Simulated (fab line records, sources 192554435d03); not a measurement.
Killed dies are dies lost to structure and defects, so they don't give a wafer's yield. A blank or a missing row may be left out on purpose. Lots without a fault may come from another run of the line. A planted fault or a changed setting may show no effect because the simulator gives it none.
Which tool did it? | flow n5_finfet | 8 lots, 24 wafers sampled, at 1 step of a route of 1938

WHAT THE GAUGES READ, wafer by wafer
N5_BEOL_M4_RC_MEAS_101.
lot  | measured     | on        | DIBL_N (mV/V)  | DIBL_P (mV/V)  | IOFF_N (nA/um)    | IOFF_P (nA/um)    | ION_N (uA/um) | ION_P (uA/um) | SS_N (mV/dec)  | SS_P (mV/dec)  | VT_N (mV)         | VT_P (mV)
L122 | day 8 08:42  | prober-01 | 35.3 36.7 34.3 | 36.5 38.1 35.1 | 0.138 0.162 0.116 | 0.190 0.215 0.163 | 682 675 674   | 470 464 460   | 70.8 72.0 70.3 | 73.2 73.5 72.9 | 250.0 250.2 257.5 | -251 -249 -254
L125 | day 9 07:53  | prober-02 | 35.7 37.4 37.0 | 36.0 38.4 37.4 | 0.144 0.182 0.166 | 0.215 0.245 0.222 | 671 678 666   | 463 469 464   | 71.6 70.9 71.0 | 73.4 74.0 73.7 | 251.6 246.6 249.5 | -249 -247 -248
L131 | day 11 05:05 | prober-01 | 34.4 36.1 37.6 | 33.4 36.1 37.4 | 0.117 0.154 0.181 | 0.192 0.227 0.253 | 669 680 684   | 470 474 470   | 70.6 71.4 71.6 | 72.5 73.4 74.0 | 253.2 250.9 246.6 | -245 -247 -247
L135 | day 12 09:59 | prober-02 | 35.4 34.9 35.6 | 37.3 36.4 37.5 | 0.158 0.147 0.172 | 0.225 0.215 0.238 | 674 675 680   | 462 469 472   | 71.5 71.8 70.5 | 74.0 73.4 73.7 | 251.2 249.0 248.5 | -249 -249 -246
L138 | day 13 04:23 | prober-02 | 38.3 38.5 37.0 | 36.4 36.8 35.2 | 0.164 0.166 0.143 | 0.178 0.186 0.159 | 679 676 678   | 460 451 459   | 70.9 71.7 71.3 | 73.2 73.6 72.5 | 250.1 251.8 249.1 | -255 -254 -256
L141 | day 13 15:44 | prober-02 | 34.4 35.5 35.8 | 35.3 36.5 36.0 | 0.122 0.139 0.135 | 0.160 0.180 0.172 | 668 681 664   | 457 462 452   | 70.6 71.3 71.3 | 72.8 73.1 72.6 | 253.7 249.6 249.5 | -255 -254 -251
L142 | day 13 20:10 | prober-02 | 37.6 37.3 37.2 | 36.5 37.1 36.3 | 0.155 0.156 0.147 | 0.207 0.218 0.203 | 665 680 671   | 457 465 467   | 71.7 71.6 71.3 | 72.6 72.3 73.1 | 250.2 250.3 250.7 | -250 -249 -249
L144 | day 14 10:47 | prober-02 | 35.4 36.9 37.4 | 33.4 35.5 36.0 | 0.128 0.159 0.164 | 0.159 0.188 0.199 | 657 673 674   | 451 459 458   | 70.9 71.7 71.9 | 72.4 72.8 73.6 | 252.2 250.4 249.7 | -254 -251 -252

WHICH TOOL RAN EACH LOT (tool, then ch and the chambers of the sampled wafers, then the start)
The record holds no process step before these readings.

WHAT THE TOOLS THEMSELVES READ (means of the sampled wafers that have a number; where no wafer has one, the mark that the record gives instead)
The record holds no such reading with a usual standard deviation.

THE ANSWER, worked out from the rows above alone
Rule: what is usual is taken from the lots themselves. Put in order of their means at a reading, lots are off if they are a third of the lots or fewer, leave a main group of 4 or more, and stand apart from it by a gap of 3 or more times the standard deviation of the main group's means; of several such gaps the widest counts. A main group whose means are all the same, to the digits that the tables above print for the reading, isn't used. A lot without any number at a reading at which 4 lots or more have one is off too. The other lots that the step has rows for count as sound. The gauges are gone through in route order, then the tools' own readings, and for those a lot's mean is taken as printed above. The first step at which some lot is off is used, and at that step the reading that is off furthest; a lot without a number counts as furthest.
No lot is off at any reading shown: from this, nothing can be told.

WHAT THE SIMULATOR HAD PUT IN
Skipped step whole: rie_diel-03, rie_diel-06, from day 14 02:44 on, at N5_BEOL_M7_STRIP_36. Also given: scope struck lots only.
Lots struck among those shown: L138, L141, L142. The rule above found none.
